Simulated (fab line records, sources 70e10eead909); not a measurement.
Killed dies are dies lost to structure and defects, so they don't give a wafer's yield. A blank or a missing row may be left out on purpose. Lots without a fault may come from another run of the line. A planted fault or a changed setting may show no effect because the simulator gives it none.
Problem report in the 8D (eight disciplines) form, filled by code | flow nand_harc | the parts of the form that need people (team, actions taken, sign-off) are left out

1. THE PROBLEM
killed_at_array at NHARC_END_SORT_01 reads a mean of 572 on 4 wafers of 3 lots; wafers without a fault read 28 with a standard deviation of 11. That is +49 standard deviations from the usual mean.
First seen on wafer L721.2, day 24 21:08, on prober-02. The record holds 7 wafers of 3 lots with a number at this step. Rule for "out", or "out of limits": more than 4 standard deviations from the usual mean. The other wafers with a number count as sound.

2. WHAT IT IS AND WHAT IT IS NOT
question                    | is                             | is not
which readings at this step | killed_at_array, killed_dies   | killed_at_other, killed_open, killed_short
which lots                  | L721, L728, L731               | -
which wafers of those lots  | L721.2, L728.2, L731.1, L731.2 | L721.4, L728.4, L731.5
read on which gauges        | prober-01, prober-02           | -
when                        | from day 24 21:08              | up to then (0 sound wafers); but 3 sound wafers of L721, L728, L731 came after

3. SUSPECTS, AND WHAT RULES EACH OUT
Counting: a tool at a process step up to the reading stays a suspect if it ran every lot that is out. Sound lots after the first of them don't rule it out here, since some wafers of a struck lot are sound.
- the gauge at NHARC_END_SORT_01: ruled out. The wafers that are out were read on 2 gauges (prober-01, prober-02).
- rie_diel-04 at NHARC_A_CONTACT_ETCH_89 (etches the open film in N2/H2, target depth 260 nm, time 475.3 s): kept. It ran every lot that is out, first L721 (day 22 07:53). NHARC_A_CONTACT_ETCH_89 gives no start for some lots, so the hours and the order of its lots are those of NHARC_A_CONTACT_ETCH_31.
- rie_diel-04 at NHARC_A_CONTACT_ETCH_31 (etches the open film in O2/COS, target depth 2000 nm, time 520 s): kept. It ran every lot that is out, first L721 (day 22 07:53). Its own readings are out on those wafers: oes_product_au.
Left after counting: rie_diel-04 at NHARC_A_CONTACT_ETCH_89, rie_diel-04 at NHARC_A_CONTACT_ETCH_31.

4. THE CAUSE (what the simulator had put in)
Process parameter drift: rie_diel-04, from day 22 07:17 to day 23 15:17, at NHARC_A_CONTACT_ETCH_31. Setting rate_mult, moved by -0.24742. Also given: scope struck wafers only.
Counting left 2 suspects, and this tool is among them.

5. THE CHAIN OF EFFECTS, in route order
Each row: a reading whose mean over the struck wafers that have a number lies more than 3 standard deviations from the usual. Only readings for which the record gives a usual standard deviation are gone through. hours: the time from each lot's start at the first step in this table that gives one to its start at this step, as a median over the lots. sigmas: the change in usual standard deviations.
hours | step                    | reading         | usual      | on struck wafers | change | sigmas
0     | NHARC_A_CONTACT_ETCH_31 | oes_product_au  | 1.001 a.u. | 0.846            | -0.155 | -23
78    | NHARC_END_SORT_01       | killed_at_array | 28         | 572              | +544   | +49
78    | NHARC_END_SORT_01       | killed_dies     | 31         | 576              | +544   | +50
The process steps in it:
- NHARC_A_CONTACT_ETCH_31: etches the open film in O2/COS, target depth 2000 nm, time 520 s.

6. WHAT WOULD HAVE CAUGHT IT SOONER
In this record the first reading out of limits at a measuring or inspecting step was taken at day 24 21:08, 62 hours after the fault began at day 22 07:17.
The tool's own readings at NHARC_A_CONTACT_ETCH_31 were out on every struck wafer that the step has a row for (oes_product_au): an alarm limit on them would have fired on the first of those.
All the lots that are out (3) had begun NHARC_A_CONTACT_ETCH_31 on rie_diel-04 by day 24 21:08. A hold on the tool at that time would have spared none of them.
